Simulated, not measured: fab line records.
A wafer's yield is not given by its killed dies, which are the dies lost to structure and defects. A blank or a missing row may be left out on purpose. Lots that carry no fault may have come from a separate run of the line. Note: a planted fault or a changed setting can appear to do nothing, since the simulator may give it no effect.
A struck lot beside a sound one	flow n5-finfet	15 steps out of a route of 1938
Sound: wafers L861.2, L861.3, L861.6. Wafers struck: L875.2, L875.5, L875.6. The cause is given at the end.
Order at every step that has rows: each side's tool, ch and its chambers, its first start. Under that, the readings that differ: sound wafers	struck wafers	difference of the means	sigmas: that difference in standard deviations of wafers without a fault.
alike: a reading whose means differ by less than 2 such deviations, as well as words and numbers matching on both sides. not compared: withheld readings; readings where some wafer has no value; bounds like >300 that might hide an equal value; numbers whose values overlap and for which the record gives no deviation.
A row with sigmas, a row that says differs or no value, or rows on one side alone: a step with any of these is where the two part. Non-overlapping numbers with no deviation appear without sigmas and do not part them. A reading that every wafer of one side lacks parts them only if that side has two wafers or more.

first, 6 steps without rows for these wafers: N5_MIM_TOP_LITHO_EBR_04; N5_MIM_TOP_LITHO_SOFTBAKE_03 (time 90 s); N5_MIM_TOP_LITHO_EXPOSE_05 (exposes mask MIM TOP, target cd 2000 nm); N5_MIM_TOP_LITHO_PEB_06; N5_MIM_TOP_LITHO_DEVELOP_07 (develop time 60 s); N5_MIM_TOP_LITHO_HARDBAKE_09 (time 120 s).
N5_MIM_TOP_LITHO_CD_MEAS_08: the cd target is 2000 nm.
  sound on cd-sem-01 ch 0, day 17 18:54; struck on cd-sem-02 ch 0, day 20 16:23
  alike: cd-nm
N5_MIM_TOP_LITHO_OVL_MEAS_11:
  sound on overlay-02 ch 0, day 17 18:56; struck on overlay-01 ch 0, day 20 16:25
reading	sound	struck	difference	sigmas
MIM_TOP_OVL (nm)	8 7 17	2 0 1	-10	-2
N5_MIM_TOP_LITHO_INSPECT_12: inspects for defects (macro).
  sound on defect-inspect-01 at day 17 18:57; struck on defect-inspect-02 at day 20 16:26
  alike: raw-defect-count
N5_MIM_TOP_LITHO_DESCUM_10: chemistry O2, time 7.9 s.
  sound on rie-diel-01 ch 0,2, day 17 18:59; struck on rie-diel-04 ch 1,2,3, day 20 16:41
  alike: drypump-motor-current-A, oes-product-au, rf-vpp-V, showerhead-plenum-p-Torr, throttle-valve-pct
  not compared: rf-hours-counter-h
N5_MIM_TOP_ETCH_ETCH_00: etches TiN in Cl2/BCl3, target depth 38.5 nm.
  sound on rie-metal-03 ch 1, day 17 19:04; struck on rie-metal-02 ch 0,1, day 20 16:46
reading	sound	struck	difference	sigmas
drypump-motor-current-A (A)	6.5 6.5 6.5	5.4 5.4 5.4	-1.1	-2
  alike: bcl3-flow-sccm, oes-product-au, throttle-valve-pct
  not compared: rf-hours-counter-h
N5_MIM_TOP_ETCH_STRIP_01: strips in O2.
  sound on rie-diel-03 ch 1,2,3, day 17 19:13; struck on rie-diel-06 ch 1,3, day 20 17:00
reading	sound	struck	difference	sigmas
throttle-valve-pct (%)	16.7 16.3 16.0	17.3 16.8 17.3	+0.8	+2
  alike: drypump-motor-current-A, oes-product-au, rf-vpp-V, showerhead-plenum-p-Torr
  not compared: rf-hours-counter-h
N5_MIM_TOP_ETCH_PECVD_03: deposits SiNx from SiH4/NH3/N2, target thk 20 nm, time 17.6 s.
  sound on pecvd-02 ch 0,2, day 17 19:16; struck on pecvd-02 ch 0,1,2, day 20 17:04
  no value came back on the struck wafers for any of 5 readings (chamber-pressure-Torr (Torr), heater-power-outer-w (W) and others); on the sound wafers chamber-pressure-Torr (Torr) reads 1.499 1.502 1.499
then, 1 step without rows for these wafers: N5_MIM_BOT_LITHO_HMDS_01 (time 60 s).
N5_PASSIVATION_PROBE_49:
  sound wafers here have rows in the record (prober-01, day 18 04:14); struck ones have none

WHERE THEY PART
Earliest at N5_MIM_TOP_LITHO_OVL_MEAS_11; latest, in this record, at N5_PASSIVATION_PROBE_49.

WHY: whatever the simulator had introduced
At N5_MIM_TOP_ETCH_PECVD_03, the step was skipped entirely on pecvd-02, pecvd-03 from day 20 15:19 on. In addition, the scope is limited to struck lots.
